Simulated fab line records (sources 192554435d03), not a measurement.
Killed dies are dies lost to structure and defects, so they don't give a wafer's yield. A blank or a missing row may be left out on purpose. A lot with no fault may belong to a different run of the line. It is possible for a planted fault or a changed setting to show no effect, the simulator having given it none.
fab line records	flow n5Finfet
record lots=7	wafers=21
route steps=1938 shown BEOL_M15@1820 TV_LITHO@1879 PASSIVATION@1915
startH: hours from the record's first day to the start of the lot's first wafer shown	waitH: how many hours have passed since the lot's step before this one	" repeats the value in the row above	L1.1+2: one row covering several wafers at once	- no value, or no start given	* or withheld: withheld	< > ~ a bound
route shown NAME@n: NAME is a module with steps in the file, n the number in the route of the first one	usual: mean/standard deviation of fault-free wafers	same: alike in all rows	chamber/n: place in a boat	sites: per-site readings	_std_site: their standard deviation	_edge_site: mean of outer sites minus mean of inner sites	radiusMm: for every site, how far away it sits from the centre of the wafer	mask NAME#n: copy n	behind: the tool/chamber that last shaped the wafer	hold: the reason the lot was held/the length of the hold in hours/how it ended	device: transistor that didn't switch, given as n, p or np	end of line: tests run on the same wafers once the route is complete	where a step has no rows: the recipe by itself	killed: at the first sort, the dies lost to defects and structure; wafer yield is something else	map: shows each die of a wafer: x if killed, . if not, _ if none is there
set.NAME: setting as actually run; set.NAME@STEP: the setting as run at that earlier step	model.NAME: the simulator's own value behind a step, which no gauge read
lots run with intentionally changed settings; tables by step, rows by wafer
## steps
# step N5_BEOL_M15_SPUTTER_44
# recipe material=Ta	targetThkA=150	tempC=50	biasV=80	powerW=15000	chamberPressurePa=0.07	timeS=24.19
lot.wafer	tool	chamber	startH	waitH	set.powerW	model.Ta_of_BEOL_M15_SPUTTER_44.thkNm
L079.1+3+5	pvdSputter-01	-	316.90	0.0	15000	14.8
L082.2	pvdSputter-03	-	341.03	0.0	15000	15
L082.4+5	"	-	"	"	15000	15.2
L087.1	pvdSputter-03	-	370.01	0.0	15000	15
L087.3+4	"	-	"	"	15690	15.6
L093.1	pvdSputter-03	-	400.22	0.0	15000	15
L093.2+4	"	-	"	"	15000	14.8
L091.3+4	pvdSputter-03	-	400.58	0.0	17340	17.4
L091.5	"	-	"	"	15000	15
L094.1+6	pvdSputter-03	-	400.97	0.0	13330	13.6
L094.2	"	-	"	"	15000	15.2
L096.2+5	pvdSputter-03	-	434.31	0.0	15000	14.6
L096.4	"	-	"	"	13580	13.4
# step N5_PASSIVATION_EXPOSE_07
# recipe maskId=TV	na=0.55	sourceShape=conventional	sigmaOuter=0.8	polarization=unpolarized	defocusNm=0	targetCdNm=3000	doseMj=22.75
lot.wafer	tool	chamber	startH	waitH	mask	set.doseMj
L079.1+3+5	krfScanner-02	0	328.22	-	TV#0	22.75
L082.2+4	krfScanner-01	0	350.33	-	TV#0	24.35
L082.5	"	0	"	"	TV#0	22.75
L087.1+4	krfScanner-02	0	381.95	-	TV#0	23.22
L087.3	"	0	"	"	TV#0	22.75
L091.3+4+5	krfScanner-01	0	410.35	-	TV#0	22.75
L093.1	krfScanner-02	0	410.50	-	TV#0	22.75
L093.2+4	"	0	"	"	TV#0	21.52
L094.1	krfScanner-01	0	410.66	-	TV#0	23.85
L094.2+6	"	0	"	"	TV#0	22.75
L096.2+4+5	krfScanner-01	0	444.51	-	TV#0	22.75
# step N5_PASSIVATION_PEB_08
# recipe pebTempC=withheld	pebTimeS=*
# step N5_PASSIVATION_DEVELOP_09
# recipe developTimeS=60	rinseLiquid=diw	dry=airSpin	devTempC=21
# step N5_PASSIVATION_HARDBAKE_11
# recipe tempC=130	timeS=120
# step N5_PASSIVATION_CD_MEAS_10
# recipe targetCdNm=3000	landingEnergyEv=500	detector=seInlens
# usual cdNm=2999.2/1.6
lot.wafer	tool	chamber	startH	waitH	set.doseMj@PASSIVATION_EXPOSE_07	cdNm
L079.1	cdSem-01	0	328.40	-	22.75	2999.2
L079.3	"	0	"	"	22.75	2997.8
L079.5	"	0	"	"	22.75	2998.7
L082.2	cdSem-01	0	350.51	-	24.35	3012.4
L082.4	"	0	"	"	24.35	3016.1
L082.5	"	0	"	"	22.75	3001.0
L087.1	cdSem-03	0	382.12	-	23.22	3007.5
L087.3	"	0	"	"	22.75	3001.6
L087.4	"	0	"	"	23.22	3006.3
L091.3	cdSem-01	0	410.53	-	22.75	3000.1
L091.4	"	0	"	"	22.75	2997.7
L091.5	"	0	"	"	22.75	2998.5
L093.1	cdSem-02	0	410.68	-	22.75	2998.8
L093.2	"	0	"	"	21.52	2983.2
L093.4	"	0	"	"	21.52	2985.9
L094.1	cdSem-03	0	410.84	-	23.85	3010.3
L094.2	"	0	"	"	22.75	3000.9
L094.6	"	0	"	"	22.75	3001.1
L096.2	cdSem-02	0	444.68	-	22.75	2997.8
L096.4	"	0	"	"	22.75	2999.8
L096.5	"	0	"	"	22.75	2999.0
# step N5_PASSIVATION_PECVD_53
# recipe material=SiO2	targetThkA=8000	tempC=400	precursor=TEOS/O2	pressureTorr=6.5	rfW=withheld	teosFlowSccm=withheld	gas=O2	flowSccm=2650	timeS=169.4
lot.wafer	tool	chamber	startH	waitH	set.timeS	model.SiO2_of_PASSIVATION_PECVD_53.thkNm
L079.1	pecvd-04	2	333.48	0.0	169.4	802
L079.3	"	1	"	"	169.4	800
L079.5	"	0	"	"	169.4	809.4
L082.2	pecvd-03	1	353.55	0.0	146.6	691.2
L082.4	"	1	"	"	146.6	705
L082.5	"	2	"	"	169.4	812
L087.1	pecvd-03	1	385.36	0.0	169.4	797
L087.3	"	0	"	"	183	864.8
L087.4	"	0	"	"	183	883.2
L091.3	pecvd-04	1	413.64	0.1	169.4	799
L091.4	"	2	"	"	169.4	804.2
L091.5	"	1	"	"	154.8	730
L093.1	pecvd-02	2	414.07	0.0	176.1	827.2
L093.2	"	1	"	"	176.1	827
L093.4	"	2	"	"	169.4	806.6
L094.1	pecvd-02	2	414.48	0.0	169.4	776.8
L094.2	"	1	"	"	169.4	790.4
L094.6	"	0	"	"	178.5	845.2
L096.2	pecvd-03	1	448.59	0.0	169.4	817.2
L096.4	"	0	"	"	169.4	820
L096.5	"	2	"	"	175.9	845.2
# step N5_PASSIVATION_PECVD_35
# recipe material=SiNx	targetThkA=7000	tempC=400	precursor=SiH4/NH3/N2	pressureTorr=4.9	rfW=1406	timeS=151.3
# step N5_PASSIVATION_HMDS_37
# recipe timeS=60	tempC=120
# step N5_PASSIVATION_SRD_72
# recipe dry=ipaMarangoni	timeS=30	tempC=23	rinseLiquid=diw
# step N5_PASSIVATION_ANNEAL_56
# recipe tempC=400	timeS=1800	ambient=FGA	idleTempC=300	rampUpCPerMin=5	rampDownCPerMin=3
# step N5_PASSIVATION_PROBE_49
# usual defectLimitedYield=91.5/1.3	killed_at_M0_to_M3=33/10	killed_at_M4_up=13/4	killedAtContacts=12/6.3	killedAtFrontEnd=39/11	killedAtOther=3.4/2.6	killedDies=100/15	killedOpen=65/11	killedShort=34/7.8	sort_bin_5_function=5.0/0.89	sort_bin_6_memory=3.2/0.58	sort_bin_8_speed=0/0	sortNPass=1080/15	sortYieldPct=91.5/1.3
# same grossDies=1180	killedAtBackSide=0	sort_bin_4_leakage[%]=0
lot.wafer	tool	chamber	startH	waitH	set.doseMj@PASSIVATION_EXPOSE_07	set.timeS@PASSIVATION_PECVD_53	defectLimitedYield[%]	killed_at_M0_to_M3	killed_at_M4_up	killedAtContacts	killedAtFrontEnd	killedAtOther	killedDies	killedOpen	killedShort	sort_bin_5_function[%]	sort_bin_6_memory[%]	sort_bin_8_speed[%]	sortNPass	sortYieldPct[%]
L079.1	prober-02	-	338.18	0.0	22.75	169.4	91.3	25	16	15	44	3	103	70	31	5.1	3.4	0	1077	91.3
L079.3	prober-02	-	338.28	0.1	22.75	169.4	90.8	19	15	21	54	0	109	85	20	5.7	3.1	0	1071	90.8
L079.5	prober-02	-	338.38	0.2	22.75	169.4	91.8	24	11	13	44	5	97	59	36	4.2	3.6	0	1083	91.8
L082.2	prober-01	-	357.69	0.1	24.35	146.6	91.9	34	14	14	30	4	96	60	29	4.5	2.8	0	1084	91.9
L082.4	prober-01	-	357.79	0.2	24.35	146.6	92.1	23	12	23	34	1	93	73	20	5.2	2.6	0	1087	92.1
L082.5	prober-01	-	357.84	0.2	22.75	169.4	78.9	27	9	181	29	3	249	46	38	13.1	6.7	0	931	78.9
L087.1	prober-01	-	389.14	0.0	23.22	169.4	91.4	35	11	11	37	8	102	73	25	4.9	3.5	0.08	1078	91.4
L087.3	prober-01	-	389.24	0.1	22.75	183	63.7	48	13	7	46	314	428	75	44	32.4	3.6	0	752	63.7
L087.4	prober-01	-	389.29	0.2	23.22	183	66.8	36	14	2	32	308	392	47	36	30.4	2.3	0.08	788	66.8
L091.3	prober-01	-	417.47	0.1	22.75	169.4	89.4	32	12	35	40	6	125	64	32	6.0	4.2	0	1055	89.4
L091.4	prober-01	-	417.52	0.2	22.75	169.4	74.0	24	17	48	215	3	307	63	27	19.8	5.5	0	873	74.0
L091.5	prober-01	-	417.57	0.2	22.75	154.8	79.6	28	17	34	158	4	241	74	34	14.2	5.9	0	939	79.6
L093.1	prober-02	-	418.76	0.0	22.75	176.1	89.7	32	16	8	62	4	122	83	36	6.3	3.7	0	1058	89.7
L093.2	prober-02	-	418.81	0.1	21.52	176.1	73.6	41	12	198	56	4	311	75	43	16.7	8.1	0	869	73.6
L093.4	prober-02	-	418.91	0.2	21.52	169.4	73.5	35	11	195	70	2	313	87	45	16.9	8.8	0	867	73.5
L094.1	prober-01	-	418.76	0.0	23.85	169.4	91.7	36	23	6	30	3	98	57	39	4.4	3.7	0	1082	91.7
L094.2	prober-01	-	418.81	0.1	22.75	169.4	13.3	57	18	10	933	5	1023	81	40	60.3	16.8	0	157	13.3
L094.6	prober-01	-	419.01	0.3	22.75	178.5	89.2	31	14	17	36	30	128	67	31	6.7	3.8	0	1052	89.2
L096.2	prober-02	-	452.44	0.1	22.75	169.4	91.4	43	15	11	32	1	102	73	26	5.6	2.8	0	1078	91.4
L096.4	prober-02	-	452.54	0.2	22.75	169.4	84.7	36	7	16	122	0	181	74	42	11.4	3.8	0	999	84.7
L096.5	prober-02	-	452.59	0.2	22.75	175.9	86.7	47	18	8	78	6	157	81	37	8.5	4.4	0	1023	86.7
# killed by level:class
L079.1 STI_FIN_REVEAL:geometricParticle:open=15 MOL_CONTACT_COAG:geometricParticle:open=13 BEOL_M2:geometricParticle:open=8 BEOL_M0_SAQP:geometricParticle:open=7 BEOL_M4:geometricParticle:open=7 FIN_SAQP:geometricParticle:short=5 FIN_SAQP:geometricParticle:open=4 STI_FIN_REVEAL:geometricParticle:short=4
L079.3 STI_FIN_REVEAL:geometricParticle:open=30 MOL_CONTACT_COAG:geometricParticle:open=18 BEOL_M2:geometricParticle:open=8 FIN_SAQP:geometricParticle:short=5 BEOL_M3:geometricParticle:open=5 GATE_CUT:geometricParticle:short=4 BEOL_M0_SAQP:geometricParticle:open=4 BEOL_M4:geometricParticle:open=4
L079.5 FIN_SAQP:geometricParticle:short=13 STI_FIN_REVEAL:geometricParticle:open=13 MOL_CONTACT_COAG:geometricParticle:open=10 BEOL_M4:geometricParticle:open=7 BEOL_M2:geometricParticle:open=6 FIN_SAQP:geometricParticle:open=5 BEOL_M0_SAQP:geometricParticle:short=5 BEOL_M0_SAQP:geometricParticle:open=4
L082.2 MOL_CONTACT_COAG:geometricParticle:open=10 BEOL_M0_SAQP:geometricParticle:short=9 BEOL_M2:geometricParticle:open=8 STI_FIN_REVEAL:geometricParticle:open=7 BEOL_M0_SAQP:geometricParticle:open=6 BEOL_M5:geometricParticle:open=5 HKMG_FIN:areaEtch=5 GATE_CUT:geometricParticle:short=4
L082.4 MOL_CONTACT_COAG:geometricParticle:open=20 STI_FIN_REVEAL:geometricParticle:open=12 BEOL_M3:geometricParticle:open=8 BEOL_M2:geometricParticle:open=7 FIN_SAQP:geometricParticle:open=5 BEOL_M3:geometricParticle:short=4 DUMMY_GATE:geometricParticle:short=3 MOL_CONTACT_COAG:geometricParticle:short=3
L082.5 MOL_CONTACT_COAG:areaExpose=164 MOL_CONTACT_COAG:geometricParticle:open=11 BEOL_M0_SAQP:geometricParticle:short=11 MOL_CONTACT_COAG:geometricParticle:short=6 BEOL_M0_SAQP:geometricParticle:open=6 FIN_SAQP:geometricParticle:open=5 STARTING-WAFER:geometricParticle:short=5 GATE_CUT:geometricParticle:open=4
L087.1 STI_FIN_REVEAL:geometricParticle:open=13 MOL_CONTACT_COAG:geometricParticle:open=9 BEOL_M3:geometricParticle:open=7 BEOL_M0_SAQP:geometricParticle:open=6 BEOL_M0:geometricParticle:open=5 BEOL_M1:geometricParticle:open=5 BEOL_M2:geometricParticle:open=5 FIN_SAQP:geometricParticle:short=4
L087.3 PASSIVATION:areaPecvd=309 FIN_SAQP:geometricParticle:open=11 BEOL_M0_SAQP:geometricParticle:open=11 FIN_SAQP:geometricParticle:short=10 BEOL_M0_SAQP:geometricParticle:short=10 BEOL_M3:geometricParticle:open=8 STI_FIN_REVEAL:geometricParticle:open=6 MOL_CONTACT_COAG:geometricParticle:open=6
L087.4 PASSIVATION:areaPecvd=306 FIN_SAQP:geometricParticle:open=11 BEOL_M1:geometricParticle:open=10 BEOL_M3:geometricParticle:open=9 BEOL_M0_SAQP:geometricParticle:short=6 BEOL_M4:geometricParticle:short=6 FIN_SAQP:geometricParticle:short=4 BEOL_M0_SAQP:geometricParticle:open=4
L091.3 MOL_CONTACT_COAG:areaExpose=28 DUMMY_GATE:geometricParticle:open=11 BEOL_M1:geometricParticle:open=11 FIN_SAQP:geometricParticle:short=6 FIN_SAQP:geometricParticle:open=6 STI_FIN_REVEAL:geometricParticle:open=6 MOL_CONTACT_COAG:geometricParticle:open=5 BEOL_M3:geometricParticle:open=5
L091.4 FIN_CUT:areaEtch=143 GATE_CUT:areaExpose=41 MOL_CONTACT_COAG:areaExpose=32 MOL_CONTACT_COAG:geometricParticle:open=15 FIN_SAQP:geometricParticle:open=8 BEOL_M4:geometricParticle:short=8 BEOL_M2:geometricParticle:open=6 BEOL_M3:geometricParticle:open=6
L091.5 FIN_CUT:areaEtch=66 GATE_CUT:areaExpose=39 MOL_CONTACT_COAG:areaExpose=28 DUMMY_GATE:geometricParticle:open=15 FIN_SAQP:geometricParticle:open=14 FIN_SAQP:geometricParticle:short=7 MOL_CONTACT_COAG:geometricParticle:open=6 STI_FIN_REVEAL:geometricParticle:open=5
L093.1 STI_FIN_REVEAL:geometricParticle:open=16 DUMMY_GATE:geometricParticle:open=12 FIN_SAQP:geometricParticle:open=9 BEOL_M0_SAQP:geometricParticle:short=9 MOL_CONTACT_COAG:geometricParticle:open=8 BEOL_M0_SAQP:geometricParticle:open=7 BEOL_M3:geometricParticle:open=7 FIN_SAQP:geometricParticle:short=6
L094.1 BEOL_M4:geometricParticle:open=13 BEOL_M0_SAQP:geometricParticle:short=9 BEOL_M2:geometricParticle:open=9 FIN_SAQP:geometricParticle:open=7 DUMMY_GATE:geometricParticle:open=7 BEOL_M1:geometricParticle:open=6 FIN_SAQP:geometricParticle:short=4 BEOL_M4:geometricParticle:short=4
L093.2 MOL_CONTACT_COAG:areaExpose=185 STI_FIN_REVEAL:geometricParticle:open=12 FIN_SAQP:geometricParticle:open=11 MOL_CONTACT_COAG:geometricParticle:open=9 BEOL_M2:geometricParticle:open=9 BEOL_M0_SAQP:geometricParticle:open=8 BEOL_M0_SAQP:geometricParticle:short=7 BEOL_M3:geometricParticle:open=6
L094.2 GATE_CUT:areaExpose=901 BEOL_M0_SAQP:geometricParticle:short=19 BEOL_M0_SAQP:geometricParticle:open=12 MOL_CONTACT_COAG:geometricParticle:open=10 BEOL_M2:geometricParticle:open=7 BEOL_M4:geometricParticle:open=7 BEOL_M0:geometricParticle:open=6 BEOL_M1:geometricParticle:open=6
L093.4 MOL_CONTACT_COAG:areaExpose=179 STI_FIN_REVEAL:geometricParticle:open=15 FIN_SAQP:geometricParticle:open=13 MOL_CONTACT_COAG:geometricParticle:open=13 FIN_SAQP:geometricParticle:short=10 BEOL_M0_SAQP:geometricParticle:short=10 GATE_CUT:geometricParticle:short=7 BEOL_M0_SAQP:geometricParticle:open=7
L094.6 PASSIVATION:areaPecvd=27 MOL_CONTACT_COAG:geometricParticle:open=14 FIN_SAQP:geometricParticle:open=9 BEOL_M0_SAQP:geometricParticle:short=8 BEOL_M4:geometricParticle:open=8 BEOL_M0_SAQP:geometricParticle:open=7 BEOL_M2:geometricParticle:open=6 DUMMY_GATE:geometricParticle:open=5
L096.2 BEOL_M2:geometricParticle:open=11 BEOL_M4:geometricParticle:open=11 MOL_CONTACT_COAG:geometricParticle:open=10 BEOL_M0_SAQP:geometricParticle:open=9 BEOL_M0_SAQP:geometricParticle:short=8 FIN_SAQP:geometricParticle:open=7 BEOL_M1:geometricParticle:open=7 FIN_SAQP:geometricParticle:short=5
L096.4 FIN_CUT:areaEtch=64 STI_FIN_REVEAL:geometricParticle:open=19 MOL_CONTACT_COAG:geometricParticle:open=12 BEOL_M0_SAQP:geometricParticle:short=11 FIN_SAQP:geometricParticle:open=9 BEOL_M0_SAQP:geometricParticle:open=8 GATE_CUT:geometricParticle:short=6 DUMMY_GATE:geometricParticle:open=5
L096.5 FIN_CUT:areaEtch=35 STI_FIN_REVEAL:geometricParticle:open=18 FIN_SAQP:geometricParticle:open=11 BEOL_M0_SAQP:geometricParticle:short=10 BEOL_M1:geometricParticle:open=9 MOL_CONTACT_COAG:geometricParticle:open=7 BEOL_M0_SAQP:geometricParticle:open=7 BEOL_M0:geometricParticle:open=7
## key
split step=N5_BEOL_M15_SPUTTER_44	setting=powerW	stated=15000	by=wafer
response step=N5_BEOL_M15_SPUTTER_44	reading=model.Ta_of_BEOL_M15_SPUTTER_44.thkNm	change=+0.145	per=1%	r=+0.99
split step=N5_PASSIVATION_EXPOSE_07	setting=doseMj	stated=22.75	by=wafer
response step=N5_PASSIVATION_CD_MEAS_10	reading=cdNm	change=+2.13	per=1%	r=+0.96
response step=N5_PASSIVATION_PROBE_49	reading=killedAtContacts	shape=bent	atLowest=196	atStated=30	atHighest=18
split step=N5_PASSIVATION_PECVD_53	setting=timeS	stated=169.4	by=wafer
response step=N5_PASSIVATION_PECVD_53	reading=model.SiO2_of_PASSIVATION_PECVD_53.thkNm	change=+8.66	per=1%	r=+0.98
response step=N5_PASSIVATION_PROBE_49	reading=killedAtOther	shape=bent	atLowest=2.5	atStated=3.2	atHighest=311
